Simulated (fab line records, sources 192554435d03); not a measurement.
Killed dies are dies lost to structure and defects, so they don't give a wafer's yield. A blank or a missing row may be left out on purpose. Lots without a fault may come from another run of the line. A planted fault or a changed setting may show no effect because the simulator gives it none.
Chamber matching | flow n5_finfet | N5_BEOL_M7_CURE_74 on uv_cure-02: 3 sister chambers
The step cures SiCOH lowk, time 240 s. 6 wafers are shown with their chamber, then 7 later ones without.

WAFERS WITH THEIR CHAMBER
wafer  | chamber | wafer_temp_C_max | lamp_power_pct (%)
L078.4 | 0       | 387.3            | 52.41
L078.5 | 0       | 387.6            | 52.30
L088.4 | 2       | 387.6            | 52.31
L088.5 | 2       | 388.6            | 52.38
L090.1 | 1       | 388.0            | 52.27
L090.3 | 1       | 388.1            | 52.33

WAFERS WITHOUT THEIR CHAMBER
wafer  | wafer_temp_C_max | lamp_power_pct (%)
L090.5 | 387.2            | 52.38
L096.1 | 386.8            | 52.25
L096.5 | 387.6            | 52.28
L096.6 | 387.6            | 52.30
L097.1 | 387.4            | 52.37
L097.2 | 387.4            | 52.39
L097.3 | 387.5            | 52.33

WHICH CHAMBER EACH WENT THROUGH
wafer  | from the rows above          | in truth
L090.5 | can't be placed: 0 or 2 or 1 | 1
L096.1 | can't be placed: 0 or 1 or 2 | 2
L096.5 | can't be placed: 1 or 0 or 2 | 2
L096.6 | can't be placed: 0 or 1 or 2 | 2
L097.1 | can't be placed: 0 or 2 or 1 | 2
L097.2 | can't be placed: 0 or 2 or 1 | 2
L097.3 | can't be placed: 0 or 1 or 2 | 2
Placed correctly: 0 of 7. Can't be placed from these rows: 7 (the true chamber is among the candidates in 7). Placed wrongly: 0.
How it was worked out, from the rows above alone: a wafer's distance from a chamber is the root of the sum, over the readings, of the square of ((its reading less the chamber's mean) divided by the reading's scatter). The wafer belongs to the nearest chamber; if the next one is less than 2 further off, it can't be placed. A chamber's mean is the mean of its shown wafers. The scatter: the root of (the sum of the squares of (reading less its chamber's mean) over the shown wafers, divided by (wafers less chambers)).
